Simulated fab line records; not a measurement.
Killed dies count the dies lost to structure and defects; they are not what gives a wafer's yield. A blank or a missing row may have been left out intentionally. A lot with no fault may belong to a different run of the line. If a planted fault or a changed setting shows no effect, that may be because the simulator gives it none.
fab line records	flow n5_finfet
record: lots: 7	wafers: 39
route steps=1938 shown FIN_SAQP@102 FIN_CUT@173 DUMMY_GATE@237 GATE_CUT@469 MOL_CONTACT_COAG@586
start_h: the number of hours between the record's first day and the start of the first shown wafer of the lot	wait_h: time in hours since the lot's previous step	" as in the row above	L1.1+2: a single row standing in for several wafers	- no value present, or no start provided	* or withheld: withheld	< > ~ a bound
route shown NAME@n: a module of which the file shows steps, and the number in the route of the first	usual: average and standard deviation across the fault-free wafers	same: alike in all rows	chamber/n: place in a boat	sites: per-site readings	_std_site: their standard deviation	_edge_site: mean of outer sites minus mean of inner sites	radius_mm: for every site, how far away it sits from the centre of the wafer	mask NAME#n: copy n	behind: tool/chamber where the wafer was last shaped	hold: what put the lot on hold/how long, in hours/how the hold closed	device: the transistor (n, p or np) that didn't switch	end of line: the route-end tests of the same wafers	a step with no rows: only its recipe	killed: count of dies lost to structure and defects at first sort (not the wafer's yield)	map: per-die view of a wafer (x killed, . not killed, _ where there is no die)
set.NAME: the setting the step ran with; set.NAME@STEP: the setting that earlier step ran with	model.NAME: the simulator's own value behind a step, which no gauge read
lots with deliberately changed settings; one table per step, one row per wafer
== steps ==
step: N5_FIN_SAQP_HM_DEP_72
recipe: material: SiO2	target_thk_a: 120	temp_c: 400	precursor: SiH4/N2O	pressure_torr: 0.75	rf_w: 275	time_s: 7.2
lot.wafer	tool	chamber	start_h	wait_h	set.time_s	model.SiO2_of_FIN_SAQP_HM_DEP_72.thk_nm
L078.1	pecvd-01	1	45.27	0.0	7.2	11.87
L078.2	"	0	"	"	7.2	12.25
L078.3	"	2	"	"	7.923	12.93
L078.4	"	0	"	"	7.2	12.15
L078.5	"	1	"	"	7.923	13.4
L078.6	"	2	"	"	7.923	13.37
L084.1	pecvd-01	1	81.94	0.0	8.217	13.63
L084.2	"	2	"	"	7.2	11.98
L084.3	"	0	"	"	8.217	13.83
L084.4	"	2	"	"	7.2	12.18
L084.5	"	0	"	"	8.217	13.95
L084.6	"	1	"	"	7.2	12.26
L090.1	pecvd-02	1	117.51	0.0	7.2	11.81
L090.2	"	2	"	"	7.2	12.14
L090.3	"	0	"	"	7.2	11.94
L090.4	"	0	"	"	7.2	12.04
L090.5	"	1	"	"	7.2	12.01
L090.6	"	2	"	"	7.2	12.34
L092.1	pecvd-03	2	129.31	0.0	6.079	10.02
L092.2	"	1	"	"	7.2	12.15
L092.3	"	0	"	"	7.2	12.07
L092.4	"	2	"	"	7.2	12.05
L092.5	"	0	"	"	6.079	10.22
L092.6	"	1	"	"	6.079	10.45
L093.3	pecvd-01	0	135.35	0.0	7.2	12.1
L093.4	"	2	"	"	7.2	12.03
L093.6	"	1	"	"	7.2	11.95
L096.1	pecvd-02	1	154.01	0.0	7.2	11.82
L096.2	"	0	"	"	7.864	13.14
L096.3	"	2	"	"	7.2	12.09
L096.4	"	1	"	"	7.864	13.32
L096.5	"	2	"	"	7.2	12.38
L096.6	"	0	"	"	7.864	13.34
L097.1	pecvd-02	2	159.02	0.0	7.2	12.06
L097.2	"	1	"	"	6.77	11.4
L097.3	"	0	"	"	6.77	11.38
L097.4	"	0	"	"	7.2	12.31
L097.5	"	2	"	"	7.2	12.07
L097.6	"	1	"	"	6.77	11.43
step: N5_FIN_SAQP_COAT_49
recipe: resist: SOC	temp_c: 250	time_s: 60	spin_rpm: 1500	resist_thk_nm: 100
step: N5_FIN_SAQP_COAT_50
recipe: resist: SiARC	temp_c: 220	time_s: 60	spin_rpm: 1500	resist_thk_nm: 35
step: N5_FIN_SAQP_ETCH_52
recipe: chemistry: N2/H2	target: SOC	target_depth_a: 1000	overetch_a: 200	mask_material: SiARC	temp_c: 40	time_s: 150	ion_energy_ev: 200	pressure_mtorr: 30	source_w: 840	bias_w: 150	n2_flow_sccm: 200	h2_flow_sccm: 200	ends: end_point
step: N5_FIN_SAQP_STRIP_53
recipe: chemistry: N2/H2	temp_c: 40	n2_flow_sccm: 200	h2_flow_sccm: 200	rf_frequency_hz: 6e+07
step: N5_FIN_SAQP_HM_OPEN_73
recipe: chemistry: CHF3/O2	target: SiO2	stop_on: a-Si	target_depth_a: 120	over_etch_frac: 1.8	mask_material: SOC	time_s: 16.8	pressure_mtorr: 30	source_w: 650	bias_w: 170	Ar_flow_sccm: 200	CHF3_flow_sccm: 50	O2_flow_sccm: 5	ion_energy_ev: 200	ends: end_point
lot.wafer	tool	chamber	start_h	wait_h	set.time_s@FIN_SAQP_HM_DEP_72	model.etch.depth_nm
L078.1	rie_diel-01	2	46.01	0.0	7.2	11.87
L078.2	"	0	"	"	7.2	12.25
L078.3	"	3	"	"	7.923	12.93
L078.4	"	3	"	"	7.2	12.15
L078.5	"	0	"	"	7.923	13.4
L078.6	"	2	"	"	7.923	13.37
L084.1	rie_diel-03	2	83.07	0.0	8.217	13.63
L084.2	"	0	"	"	7.2	11.98
L084.3	"	3	"	"	8.217	13.83
L084.4	"	1	"	"	7.2	12.18
L084.5	"	3	"	"	8.217	13.95
L084.6	"	2	"	"	7.2	12.26
L090.1	rie_diel-04	2	118.13	0.0	7.2	11.81
L090.2	"	3	"	"	7.2	12.14
L090.3	"	0	"	"	7.2	11.94
L090.4	"	1	"	"	7.2	12.04
L090.5	"	2	"	"	7.2	12.01
L090.6	"	3	"	"	7.2	12.34
L092.1	rie_diel-04	0	130.05	0.0	6.079	10.02
L092.2	"	1	"	"	7.2	12.15
L092.3	"	2	"	"	7.2	12.07
L092.4	"	2	"	"	7.2	12.05
L092.5	"	1	"	"	6.079	10.22
L092.6	"	0	"	"	6.079	10.45
L093.3	rie_diel-04	0	136.09	0.0	7.2	12.1
L093.4	"	0	"	"	7.2	12.03
L093.6	"	2	"	"	7.2	11.95
L096.1	rie_diel-03	1	154.64	0.0	7.2	11.82
L096.2	"	2	"	"	7.864	13.14
L096.3	"	3	"	"	7.2	12.09
L096.4	"	3	"	"	7.864	13.32
L096.5	"	2	"	"	7.2	12.38
L096.6	"	1	"	"	7.864	13.34
L097.1	rie_diel-01	0	159.64	0.0	7.2	12.06
L097.2	"	2	"	"	6.77	11.4
L097.3	"	3	"	"	6.77	11.38
L097.4	"	2	"	"	7.2	12.31
L097.5	"	3	"	"	7.2	12.07
L097.6	"	0	"	"	6.77	11.43
step: N5_FIN_SAQP_SPACER1_ALD_24
recipe: material: SiO2	target_thk_a: 203	temp_c: 300	ald_precursor_family: BDEAS	ald_co_reactant: O2-plasma	pulse_time_s: 1	purge_time_s: 2	co_reactant_purge_time_s: 2	ald_cycles: 218	pressure_torr: 2
lot.wafer	tool	chamber	start_h	wait_h	set.temp_c	model.SiO2_of_FIN_SAQP_SPACER1_ALD_24.thk_nm
L078.1+3	ald_sin-02	3,1	47.23	0.3	300	20.2
L078.2	"	0	"	"	300	20
L078.4+5+6	"	3,0,1	"	"	286.3	21.2
L084.1+2+5+6	ald_sin-04	2,3,3,0	84.91	0.8	300	20.4
L084.3+4	"	0,1	"	"	300	20.2
L090.1+4	ald_sin-04	3,0	119.04	0.3	300	20.4
L090.2	"	1	"	"	300	20.2
L090.3+5+6	"	2,1,0	"	"	294.2	20.8
L092.1+3+4	ald_sin-02	1,2,0	131.00	0.3	289.4	21
L092.2+5+6	"	3,3,0	"	"	300	20.4
L093.3+4+6	ald_sin-04	2,3,1	137.35	0.4	300	20.2
L096.1	ald_sin-04	0	155.55	0.3	300	20.2
L096.2	"	2	"	"	287.7	21.4
L096.3+6	"	3,2	"	"	300	20.4
L096.4+5	"	1,3	"	"	287.7	21.2
L097.1+2	ald_sin-04	2,0	160.54	0.3	292.5	21
L097.3	"	3	"	"	292.5	20.8
L097.4+5+6	"	1,1,2	"	"	300	20.4
step: N5_FIN_SAQP_SPACER1_ETCHBACK_25
recipe: chemistry: CHF3/O2	mode: anisotropic_etchback	target: SiO2	target_depth_a: 244	time_s: 12.2	pressure_mtorr: 30	source_w: 650	bias_w: 170	Ar_flow_sccm: 200	CHF3_flow_sccm: 50	O2_flow_sccm: 5	ion_energy_ev: 200
step: N5_FIN_SAQP_MANDREL1_REMOVE_56
recipe: chemistry: HBr/Cl2/O2	bt_time_s: 10	target: a-Si	stop_on: SiNx	endpoint: OES-SiCl	over_etch_frac: 1	icp_w: 600	bias_w: 22	HBr_flow_sccm: 150	Cl2_flow_sccm: 80	O2_flow_sccm: 5	pressure_mtorr: 10
lot.wafer	tool	chamber	start_h	wait_h	set.temp_c@FIN_SAQP_SPACER1_ALD_24	model.FIN_SAQP.cd_nm
L078.1+2+3	rie_si-04	0,2,3	48.09	0.1	300	20.2
L078.4+5	"	1,2	"	"	286.3	21.4
L078.6	"	1	"	"	286.3	21
L084.1+2+5+6	rie_si-05	3,2,2,3	85.75	0.1	300	20.4
L084.3+4	"	0,1	"	"	300	20.2
L090.1+4	rie_si-04	0,2	119.85	0.1	300	20.4
L090.2	"	3	"	"	300	20.2
L090.3	"	1	"	"	294.2	20.6
L090.5+6	"	3,2	"	"	294.2	20.8
L092.1+3+4	rie_si-04	1,0,3	131.81	0.1	289.4	21
L092.2+5+6	"	2,1,0	"	"	300	20.4
L093.3+4	rie_si-04	2,0	138.22	0.1	300	20.4
L093.6	"	2	"	"	300	20.2
L096.1	rie_si-03	1	156.35	0.1	300	20.2
L096.2+4+5	"	0,2,0	"	"	287.7	21.2
L096.3+6	"	3	"	"	300	20.4
L097.1+3	rie_si-03	2,1	161.34	0.1	292.5	21
L097.2	"	0	"	"	292.5	20.8
L097.4+6	"	3,0	"	"	300	20.4
L097.5	"	1	"	"	300	20.6
step: N5_FIN_CUT_CUT_ETCH_26
recipe: chemistry: CH3F/O2	target: SiNx	target_depth_a: 390	mask_material: SOC	time_s: 55.7	pressure_mtorr: 30	source_w: 395	bias_w: 73	Ar_flow_sccm: 150	CH3F_flow_sccm: 30	O2_flow_sccm: 20	ion_energy_ev: 120
lot.wafer	tool	chamber	start_h	wait_h	set.target_depth_a	model.etch.depth_nm
L078.1	rie_diel-02	1	51.78	0.0	390	38.16
L078.2	"	2	"	"	438.5	44.47
L078.3	"	0	"	"	390	38.45
L078.4	"	3	"	"	438.5	44.8
L078.5	"	2	"	"	438.5	44.48
L078.6	"	3	"	"	390	40.05
L084.1+6	rie_diel-05	2,0	89.04	0.0	390	40.14
L084.2	"	1	"	"	390	40.28
L084.3	"	0	"	"	390	39.91
L084.4	"	3	"	"	390	38.15
L084.5	"	3	"	"	390	38.11
L090.1	rie_diel-06	0	123.91	0.0	390	39.1
L090.2	"	2	"	"	412.6	41.01
L090.3	"	1	"	"	390	38.92
L090.4	"	3	"	"	390	37.75
L090.5	"	1	"	"	412.6	41.43
L090.6	"	2	"	"	412.6	40.85
L092.1	rie_diel-05	0	136.14	0.0	390	39.69
L092.2	"	1	"	"	377	37.87
L092.3	"	3	"	"	390	37.88
L092.4	"	2	"	"	377	38.38
L092.5	"	1	"	"	390	39.25
L092.6	"	2	"	"	377	38.09
L093.3	rie_diel-06	2	141.68	0.0	390	38.66
L093.4	"	3	"	"	390	37.77
L093.6	"	3	"	"	390	37.76
L096.1	rie_diel-05	3	159.64	0.0	390	37.29
L096.2	"	1	"	"	390	39.08
L096.3	"	0	"	"	390	39.23
L096.4	"	2	"	"	390	39.18
L096.5	"	2	"	"	390	38.97
L096.6	"	1	"	"	390	38.94
L097.1	rie_diel-05	3	164.81	0.0	439.6	42.54
L097.2	"	1	"	"	439.6	44.24
L097.3	"	0	"	"	390	39.78
L097.4	"	2	"	"	390	40.31
L097.5	"	3	"	"	390	37.96
L097.6	"	0	"	"	439.6	44.84
step: N5_FIN_CUT_CUT_ETCH_15
recipe: chemistry: HBr/Cl2/O2	target: Si	target_depth_a: 1000	bt_time_s: 10	mask_material: SOC	time_s: 42.4	ion_energy_ev: *	bias_w: *	pressure_mtorr: 10	icp_w: 800	HBr_flow_sccm: 150	Cl2_flow_sccm: 80	O2_flow_sccm: 12
lot.wafer	tool	chamber	start_h	wait_h	set.target_depth_a	model.etch.depth_nm	model.FIN_CUT.feature_depth_nm
L078.1	rie_si-01	2	51.97	0.1	1000	95.68	95.6
L078.2	"	1	"	"	963.2	96.58	96.6
L078.3	"	3	"	"	963.2	97.25	97.2
L078.4	"	0	"	"	963.2	95.91	96
L078.5	"	3	"	"	1000	100.5	100.4
L078.6	"	2	"	"	1000	95.54	95.6
L084.1	rie_si-01	3	90.74	0.1	1000	100.6	100.6
L084.2	"	0	"	"	1000	99.6	99.6
L084.3	"	2	"	"	1000	96.47	96.4
L084.4+6	"	1	"	"	1000	100.7	100.8
L084.5	"	0	"	"	1000	99.82	99.8
L090.1	rie_si-06	0	124.10	0.1	1000	102.6	102.6
L090.2	"	1	"	"	1000	98.3	98.2
L090.3	"	3	"	"	1128	115.3	115.4
L090.4	"	2	"	"	1128	112.5	112.4
L090.5	"	3	"	"	1000	101.9	101.8
L090.6	"	2	"	"	1128	112.7	112.6
L092.1	rie_si-01	1	136.34	0.1	1127	114.1	114.2
L092.2	"	3	"	"	1127	113.9	114
L092.3	"	0	"	"	1127	111.8	111.8
L092.4	"	2	"	"	1000	96.21	96.2
L092.5	"	0	"	"	1000	99.45	99.4
L092.6	"	1	"	"	1000	101.7	101.8
L093.3	rie_si-02	0	141.87	0.0	1000	98.5	98.6
L093.4	"	1	"	"	1000	102.5	102.6
L093.6	"	3	"	"	1000	99.26	99.2
L096.1	rie_si-01	0	159.83	0.1	1000	99.31	99.4
L096.2	"	1	"	"	1000	101.3	101.2
L096.3	"	2	"	"	1000	95.98	96
L096.4	"	3	"	"	1072	108.3	108.2
L096.5	"	1	"	"	1072	110.1	110.2
L096.6	"	0	"	"	1072	105.7	105.8
L097.1	rie_si-02	2	165.00	0.1	1000	98.24	98.2
L097.2	"	1	"	"	1000	102.6	102.6
L097.3	"	0	"	"	875.6	85.74	85.8
L097.4	"	3	"	"	875.6	86.69	86.6
L097.5	"	3	"	"	1000	99.71	99.8
L097.6	"	0	"	"	875.6	85.98	86
step: N5_DUMMY_GATE_ETCH_37
recipe: chemistry: N2/H2	target: SOC	target_depth_a: 600	overetch_a: 300	temp_c: 40	ion_energy_ev: 200	pressure_mtorr: 30	source_w: 840	bias_w: 150	n2_flow_sccm: 200	h2_flow_sccm: 200
usual: rf_vpp_V: 524.1/2
lot.wafer	tool	chamber	start_h	wait_h	set.source_w	rf_vpp_V
L078.1	rie_diel-02	2	70.12	0.0	925.1	507.6
L078.2	"	3	"	"	840	521.7
L078.3	"	1	"	"	925.1	507.8
L078.4	"	0	"	"	925.1	509.7
L078.5	"	2	"	"	840	525.5
L078.6	"	3	"	"	840	524.2
L084.1	rie_diel-06	0	109.76	0.0	840	523.0
L084.2	"	1	"	"	963.4	499.7
L084.3	"	2	"	"	963.4	503.2
L084.4	"	3	"	"	840	525.8
L084.5	"	3	"	"	963.4	501.7
L084.6	"	0	"	"	840	521.0
L090.1	rie_diel-05	2	143.44	0.0	840	526.4
L090.2	"	1	"	"	906.4	513.8
L090.3	"	0	"	"	906.4	510.3
L090.4	"	3	"	"	840	522.6
L090.5	"	3	"	"	906.4	510.1
L090.6	"	0	"	"	840	520.4
L092.1	rie_diel-06	0	155.03	0.0	840	521.7
L092.2	"	1	"	"	840	521.4
L092.3	"	2	"	"	840	526.7
L092.4	"	3	"	"	840	527.8
L092.5	"	0	"	"	840	521.4
L092.6	"	1	"	"	840	522.9
L093.3	rie_diel-05	0	160.38	0.0	840	521.9
L093.4	"	3	"	"	840	524.0
L093.6	"	1	"	"	840	526.1
L096.1	rie_diel-02	2	177.68	0.0	840	522.6
L096.2	"	1	"	"	971.4	496.9
L096.3	"	0	"	"	840	526.6
L096.4	"	0	"	"	840	526.0
L096.5	"	1	"	"	971.4	496.2
L096.6	"	2	"	"	971.4	499.3
L097.1	rie_diel-05	3	185.06	0.0	840	523.7
L097.2	"	0	"	"	840	522.0
L097.3	"	2	"	"	840	525.3
L097.4	"	1	"	"	840	524.9
L097.5	"	0	"	"	840	524.2
L097.6	"	3	"	"	840	522.9
step: N5_GATE_CUT_ETCH_58
recipe: chemistry: CH3F/O2	target: SiNx	target_depth_a: 170	time_s: 128.6	ion_energy_ev: 50	pressure_mtorr: 30	source_w: 415	bias_w: 21	Ar_flow_sccm: 150	CH3F_flow_sccm: 30	O2_flow_sccm: 20
lot.wafer	tool	chamber	start_h	wait_h	set.time_s	model.etch.depth_nm
L078.1	rie_diel-06	3	102.05	0.0	128.6	16.57
L078.2	"	0	"	"	128.6	17.25
L078.3	"	1	"	"	128.6	16.94
L078.4	"	2	"	"	128.6	16.95
L078.5	"	2	"	"	128.6	16.87
L078.6	"	3	"	"	128.6	16.52
L084.1	rie_diel-02	1	143.75	0.1	128.6	16.68
L084.2	"	3	"	"	128.6	17.3
L084.3	"	0	"	"	128.6	16.67
L084.4	"	2	"	"	128.6	17.31
L084.5	"	3	"	"	128.6	17.26
L084.6	"	2	"	"	128.6	17.16
L090.1	rie_diel-05	1	178.43	0.0	128.6	17.09
L090.2	"	0	"	"	128.6	17.25
L090.3	"	2	"	"	105	14.16
L090.4	"	3	"	"	105	13.31
L090.5	"	1	"	"	105	13.96
L090.6	"	2	"	"	128.6	17.31
L092.1	rie_diel-05	2	187.81	0.1	128.6	17.62
L092.2	"	3	"	"	128.6	16.48
L092.3	"	0	"	"	155	21.02
L092.4	"	1	"	"	155	20.92
L092.5	"	2	"	"	155	21.15
L092.6	"	1	"	"	128.6	17.39
L093.3	rie_diel-06	1	194.31	0.0	128.6	17.14
L093.4	"	0	"	"	128.6	17.2
L093.6	"	2	"	"	128.6	17.13
L096.1	rie_diel-05	1	213.29	0.0	128.6	17.01
L096.2	"	3	"	"	128.6	16.47
L096.3	"	2	"	"	128.6	17.43
L096.4	"	0	"	"	128.6	17.29
L096.5	"	3	"	"	128.6	16.39
L096.6	"	0	"	"	128.6	17.25
L097.1	rie_diel-06	2	221.76	0.0	128.6	16.76
L097.2	"	1	"	"	136.5	17.75
L097.3	"	0	"	"	136.5	18.29
L097.4	"	3	"	"	128.6	16.25
L097.5	"	0	"	"	136.5	18.25
L097.6	"	1	"	"	128.6	16.81
step: N5_MOL_CONTACT_COAG_VIA_ETCH_46
recipe: chemistry: C4F6/O2	target_depth_a: 460	overetch_a: 92	mask_material: SOC	target: SiO2	bias_w: 455	pressure_mtorr: 10	time_s: 40	source_w: 325	Ar_flow_sccm: 300	C4F6_flow_sccm: 10	O2_flow_sccm: 10	ion_energy_ev: 575.3	ends: end_point
usual: rf_vpp_V: 1581/26
lot.wafer	tool	chamber	start_h	wait_h	set.bias_w	rf_vpp_V
L078.1	rie_diel-03	0	122.81	0.0	455	1635
L078.2	"	3	"	"	455	1556
L078.3	"	1	"	"	455	1584
L078.4	"	2	"	"	393.1	1398
L078.5	"	0	"	"	393.1	1464
L078.6	"	3	"	"	393.1	1395
L084.1	rie_diel-03	1	160.12	0.0	491.2	1677
L084.2	"	0	"	"	455	1633
L084.3	"	3	"	"	455	1557
L084.4	"	2	"	"	491.2	1650
L084.5	"	2	"	"	491.2	1651
L084.6	"	3	"	"	455	1557
L090.1	rie_diel-01	1	196.06	0.0	455	1582
L090.2	"	3	"	"	389.6	1399
L090.3	"	2	"	"	389.6	1364
L090.4	"	0	"	"	455	1604
L090.5	"	0	"	"	455	1603
L090.6	"	1	"	"	389.6	1409
L092.1	rie_diel-01	1	207.65	0.0	455	1583
L092.2	"	0	"	"	455	1605
L092.3	"	3	"	"	455	1572
L092.4	"	2	"	"	455	1533
L092.5	"	3	"	"	455	1572
L092.6	"	2	"	"	455	1532
L093.3	rie_diel-03	1	213.87	0.0	455	1583
L093.4	"	0	"	"	455	1633
L093.6	"	0	"	"	455	1632
L096.1	rie_diel-03	3	237.66	0.0	538.5	1763
L096.2	"	1	"	"	538.5	1792
L096.3	"	0	"	"	455	1633
L096.4	"	2	"	"	455	1559
L096.5	"	0	"	"	538.5	1847
L096.6	"	3	"	"	455	1557
L097.1	rie_diel-03	1	238.56	0.0	455	1582
L097.2	"	2	"	"	432.5	1500
L097.3	"	0	"	"	432.5	1571
L097.4	"	3	"	"	432.5	1498
L097.5	"	3	"	"	455	1555
L097.6	"	2	"	"	455	1560
== key ==
split: step: N5_FIN_SAQP_HM_DEP_72	setting: time_s	stated: 7.2	by: wafer
response: step: N5_FIN_SAQP_HM_DEP_72	reading: model.SiO2_of_FIN_SAQP_HM_DEP_72.thk_nm	change: +0.119	per: 1%	r: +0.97
response: step: N5_FIN_SAQP_HM_OPEN_73	reading: model.etch.depth_nm	change: +0.119	per: 1%	r: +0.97
split: step: N5_FIN_SAQP_SPACER1_ALD_24	setting: temp_c	stated: 300	by: wafer
response: step: N5_FIN_SAQP_SPACER1_ALD_24	reading: model.SiO2_of_FIN_SAQP_SPACER1_ALD_24.thk_nm	change: -0.217	per: 1%	r: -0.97
response: step: N5_FIN_SAQP_MANDREL1_REMOVE_56	reading: model.FIN_SAQP.cd_nm	change: -0.208	per: 1%	r: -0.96
split: step: N5_FIN_CUT_CUT_ETCH_26	setting: target_depth_a	stated: 390	by: wafer
response: step: N5_FIN_CUT_CUT_ETCH_26	reading: model.etch.depth_nm	change: +0.403	per: 1%	r: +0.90
split: step: N5_FIN_CUT_CUT_ETCH_15	setting: target_depth_a	stated: 1000	by: wafer
response: step: N5_FIN_CUT_CUT_ETCH_15	reading: model.etch.depth_nm	change: +1.07	per: 1%	r: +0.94
response: step: N5_FIN_CUT_CUT_ETCH_15	reading: model.FIN_CUT.feature_depth_nm	change: +1.07	per: 1%	r: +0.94
split: step: N5_DUMMY_GATE_ETCH_37	setting: source_w	stated: 840	by: wafer
response: step: N5_DUMMY_GATE_ETCH_37	reading: rf_vpp_V	change: -1.6	per: 1%	r: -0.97
split: step: N5_GATE_CUT_ETCH_58	setting: time_s	stated: 128.6	by: wafer
response: step: N5_GATE_CUT_ETCH_58	reading: model.etch.depth_nm	change: +0.19	per: 1%	r: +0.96
split: step: N5_MOL_CONTACT_COAG_VIA_ETCH_46	setting: bias_w	stated: 455	by: wafer
response: step: N5_MOL_CONTACT_COAG_VIA_ETCH_46	reading: rf_vpp_V	change: +12.4	per: 1%	r: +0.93
